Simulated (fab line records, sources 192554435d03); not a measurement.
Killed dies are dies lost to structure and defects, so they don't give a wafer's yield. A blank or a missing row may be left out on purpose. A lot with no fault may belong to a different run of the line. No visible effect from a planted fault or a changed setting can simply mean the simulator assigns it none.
Comparing a struck lot with a sound one	flow n5 finfet	37 steps out of a route of 1938
Sound: the wafers L451.3, L451.4, L451.5. Struck: wafer L453.6; the same lot's L453.4 was not struck, so it is left out; see the end for the cause.
Each step with rows lists, per side, the tool, then ch with its chambers, then its first start. Under that, the readings that differ: sound wafers	struck wafers	difference of the means	sigmas: that difference in standard deviations of wafers without a fault.
alike: readings whose means differ by less than 2 such deviations, and words and numbers that are the same on both sides. not compared: withheld readings, readings that some wafer has no value for, bounds like >300 that may hide the same value, and numbers for which the record gives no deviation and whose values overlap.
Wherever a step has rows on one side only, a row that says differs or no value, or a row with sigmas, the two part there. Numbers that have no deviation but don't overlap get no sigmas and don't part them. A reading that every wafer of one side lacks parts them only if that side has two wafers or more.

first, 8 steps without rows for these wafers: N5_BEOL_M8_SPUTTER_48 (material Cu, target thk 10 nm, time 1.667 s); N5_BEOL_M8_ECD_50 (material Cu, target thk 300 nm); N5_BEOL_M8_ANNEAL_51 (time 90 s); N5_BEOL_M8_CMP_52 (polishes, stops on SiCOH lowk, t overpolish 6.9 s, target thk 80 nm); N5_BEOL_M8_PRE_CLEAN_55 (time 15 s); N5_BEOL_M8_DEP_56 (deposits SiCN from 3MS/NH3, target thk 10 nm, time 17.5 s); N5_BEOL_M9_ILD_DEP_00 (deposits SiCOH lowk from DEMS/porogen, target thk 308.51 nm, time 58 s); N5_BEOL_M9_CURE_71 (cures SiCOH lowk, time 240 s).
N5_BEOL_M9_PECVD_70: deposits SiO2 from TEOS/O2, target thk 20 nm, time 22.7 s.
  sound on pecvd-02 ch 0,2, day 11 00:53; struck on pecvd-02 ch 0, day 11 15:16
reading	sound	struck	difference	sigmas
model.SiO2_of_BEOL_M9_PECVD_70.thk nm (nm)	20.2 20.4 19.8	23.2	+3.1	
  alike: heater power w, showerhead plenum p Torr, throttle valve pct
  not compared: since wet clean h
then, 25 steps without rows for these wafers: N5_BEOL_M9_HM_DEP_02 (deposits TiN, target thk 20 nm); N5_BEOL_M9_COAT_59 (time 60 s, resist thk 100 nm); N5_BEOL_M9_COAT_60 (time 60 s, resist thk 30 nm); N5_BEOL_M9_COAT_05 (resist thk 90 nm); N5_BEOL_M9_EBR_07; N5_BEOL_M9_SOFTBAKE_06 (time 60 s); N5_BEOL_M9_EXPOSE_08 (exposes mask M9); N5_BEOL_M9_PEB_09 (peb time 60 s); N5_BEOL_M9_DEVELOP_10 (develop time 30 s); N5_BEOL_M9_DESCUM_16 (chemistry O2, time 7.9 s); N5_BEOL_M9_ETCH_61 (etches SiARC in CF4, target depth 39 nm, time 65 s); N5_BEOL_M9_ETCH_62 (etches SOC in N2/H2, target depth 110 nm, overetch 22 nm, time 165 s); N5_BEOL_M9_STRIP_68 (strips in N2/H2); N5_BEOL_M9_STRIP_67 (strips in CF4); N5_BEOL_M9_HM_OPEN_17 (chemistry Cl2/BCl3, target TiN, target depth 20 nm, overetch 6 nm); N5_BEOL_M9_STRIP_19 (strips in O2); N5_BEOL_M9_COAT_63 (time 60 s, resist thk 60 nm); N5_BEOL_M9_COAT_64 (time 60 s, resist thk 12 nm); N5_BEOL_M9_COAT_75 (time 60 s, resist thk 5 nm); N5_BEOL_M9_COAT_22 (resist thk 30 nm); N5_BEOL_M9_EBR_24; N5_BEOL_M9_SOFTBAKE_23 (time 60 s); N5_BEOL_M9_EXPOSE_25 (exposes mask V8); N5_BEOL_M9_PEB_26 (peb time 60 s); N5_BEOL_M9_DEVELOP_27 (develop time 30 s).
N5_BEOL_M9_HM_STRIP_39: strips TiN in peroxide tin strip, target depth 25 nm, time 158 s.
  sound on wet bench-05 ch 0,4,6, day 11 06:36; struck on wet bench-01 ch 5, day 11 18:10
reading	sound	struck	difference	sigmas
model.SiO2_of_BEOL_M9_PECVD_70.thk nm (nm)	20 20.2 19.8	23	+3	
N5_BEOL_M9_CMP_52: polishes, stops on SiCOH lowk, t overpolish 7 s, target thk 140 nm.
  sound on cmp-04 ch 1,2,3, day 11 09:16; struck on cmp-04 ch 3, day 11 22:32
reading	sound	struck	difference	sigmas
barrier field endpoint s (s)	29.5 30.2 29.5	34.6	+4.9	+5
  alike: clearing platen rpm, motor current A
-- here the record skips 3 days between the struck wafers' starts before and after, leaving off in module BEOL_M9 and picking up in module PASSIVATION (first step shown: number 1936 of the route) --
N5_PASSIVATION_PROBE_49:
  the record has rows for the struck wafers here (prober-02, day 14 10:50) and none for the sound ones

WHERE THEY PART
At N5_BEOL_M9_CMP_52 first; at N5_PASSIVATION_PROBE_49 last (within this record only).

WHY: whatever the simulator had introduced
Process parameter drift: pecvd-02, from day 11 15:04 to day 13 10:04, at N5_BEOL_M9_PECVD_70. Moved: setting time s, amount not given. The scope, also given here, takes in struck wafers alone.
